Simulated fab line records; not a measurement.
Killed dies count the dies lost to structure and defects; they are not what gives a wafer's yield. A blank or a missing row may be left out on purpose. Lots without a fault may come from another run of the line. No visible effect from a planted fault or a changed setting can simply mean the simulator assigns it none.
Split-lot experiment | flow n5Finfet | 7 lots, 39 wafers read, on a route of 1938 steps

## SPLIT DETAILS
At N5_DUMMY_GATE_ETCH_31 (etches SiO2 in C4F6/O2, target depth 82.5 nm, time 27.5 s), the setting targetDepthA was moved away from the recipe's 825 angstrom on 12 of the 39 wafers read, by -10.9% to -4.2%. This setting was run at the recipe's value on the other wafers.

Reading taken at the split's own step.

## THE READING
etch.depthNm (the simulator's own value, which no gauge read), in nm, at N5_DUMMY_GATE_ETCH_31 (etches SiO2 in C4F6/O2, target depth 82.5 nm, time 27.5 s). There is no usual value for it anywhere in the file. Average 81.50 nm, standard deviation 1.6 nm, over the 27 wafers here run with the recipe.

wafer  | tool, chamber at the split | targetDepthA as run, angstrom | against the recipe | etch.depthNm, nm | against lot-mates on the recipe
L075.1 | rieDiel-05, 1              | 825                           | recipe             | 78.95            | -
L075.2 | rieDiel-05, 0              | 825                           | recipe             | 81.44            | -
L075.3 | rieDiel-05, 2              | 825                           | recipe             | 81.46            | -
L075.4 | rieDiel-05, 3,2            | 825                           | recipe             | 81.47            | -
L075.5 | rieDiel-05, 3,2            | 825                           | recipe             | 81.47            | -
L075.6 | rieDiel-05, 3              | 825                           | recipe             | 81.04            | -
L077.1 | rieDiel-05, 2              | 825                           | recipe             | 82.28            | -
L077.4 | rieDiel-05, 2              | 825                           | recipe             | 82.47            | -
L077.6 | rieDiel-05, 1              | 825                           | recipe             | 79.72            | -
L082.1 | rieDiel-05, 1              | 785.7                         | -4.8%              | 75.38            | -6.81
L082.2 | rieDiel-05, 2              | 825                           | recipe             | 82.58            | -
L082.3 | rieDiel-05, 3              | 825                           | recipe             | 81.64            | -
L082.4 | rieDiel-05, 0              | 785.7                         | -4.8%              | 79.28            | -2.91
L082.5 | rieDiel-05, 2              | 825                           | recipe             | 82.36            | -
L082.6 | rieDiel-05, 1              | 785.7                         | -4.8%              | 75.9             | -6.29
L085.1 | rieDiel-03, 0              | 825                           | recipe             | 81.97            | -
L085.2 | rieDiel-03, 3              | 825                           | recipe             | 85.15            | -
L085.3 | rieDiel-03, 1              | 825                           | recipe             | 83.33            | -
L085.4 | rieDiel-03, 2              | 825                           | recipe             | 81.37            | -
L085.5 | rieDiel-03, 3              | 825                           | recipe             | 84.95            | -
L085.6 | rieDiel-03, 2              | 825                           | recipe             | 81.34            | -
L086.1 | rieDiel-05, 2              | 825                           | recipe             | 80.92            | -
L086.2 | rieDiel-05, 3              | 825                           | recipe             | 81.24            | -
L086.3 | rieDiel-05, 0              | 790.3                         | -4.2%              | 78.23            | -1.49
L086.4 | rieDiel-05, 1              | 790.3                         | -4.2%              | 75.09            | -4.63
L086.5 | rieDiel-05, 1              | 825                           | recipe             | 77               | -
L086.6 | rieDiel-05, 0              | 790.3                         | -4.2%              | 77.97            | -1.75
L088.1 | rieDiel-05, 2              | 736.9                         | -10.7%             | 71.28            | -10.40
L088.2 | rieDiel-05, 0              | 825                           | recipe             | 82.82            | -
L088.3 | rieDiel-05, 1              | 736.9                         | -10.7%             | 69.68            | -12.00
L088.4 | rieDiel-05, 3              | 736.9                         | -10.7%             | 72.8             | -8.88
L088.5 | rieDiel-05, 2              | 825                           | recipe             | 80.76            | -
L088.6 | rieDiel-05, 3              | 825                           | recipe             | 81.45            | -
L093.1 | rieDiel-05, 3              | 825                           | recipe             | 81.52            | -
L093.2 | rieDiel-05, 2              | 734.8                         | -10.9%             | 71.34            | -9.09
L093.3 | rieDiel-05, 1              | 825                           | recipe             | 79.18            | -
L093.4 | rieDiel-05, 0              | 734.8                         | -10.9%             | 73.28            | -7.15
L093.5 | rieDiel-05, 1              | 734.8                         | -10.9%             | 70.36            | -10.07
L093.6 | rieDiel-05, 2              | 825                           | recipe             | 80.58            | -
Rows listing several chambers each stand for several wafers; the file does not say which wafer went through which chamber.

FIT RESULTS
A straight line over all 39 wafers: etch.depthNm changes by +0.936 nm for each +1% of targetDepthA; r = +0.92; the points scatter about the line by 1.6 nm.
The same after taking each lot's own level away (the mean of its wafers on the recipe; 39 wafers): +0.89 nm for each +1%; r = +0.93; scatter 1.5 nm.
That fit puts the effect of the largest move of targetDepthA on the reading at 9.7 nm.
Across the lots, their own levels run from 79.720 to 83.018 nm, a range of 2.0 times the standard deviation given above.
Consequently the slope shifts little with the lot-to-lot level, the two slopes agreeing.
Check: with one of the wafers moved furthest among these (-10.9%) left out of the fit, the line predicts -9.83 nm for it against its lot-mates. It came out at -9.09 nm against them.

## OTHER SPLITS ON THESE WAFERS
Note: prior to the reading, these wafers also went through further splits. Each is held against what the fit with the lots' levels taken away leaves over:
other split on the same wafers   | wafers away from the commonest value | r with etch.depthNm (lot level and that fit taken away)
N5_WELL_APT_IMPLANT_32 energyKev | 12                                   | -0.17
N5_DUMMY_GATE_EXPOSE_12 doseMj   | 15                                   | -0.02

## THE FILE'S OWN FIT
etch.depthNm changes by +0.889 nm for each +1% of targetDepthA, r = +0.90.
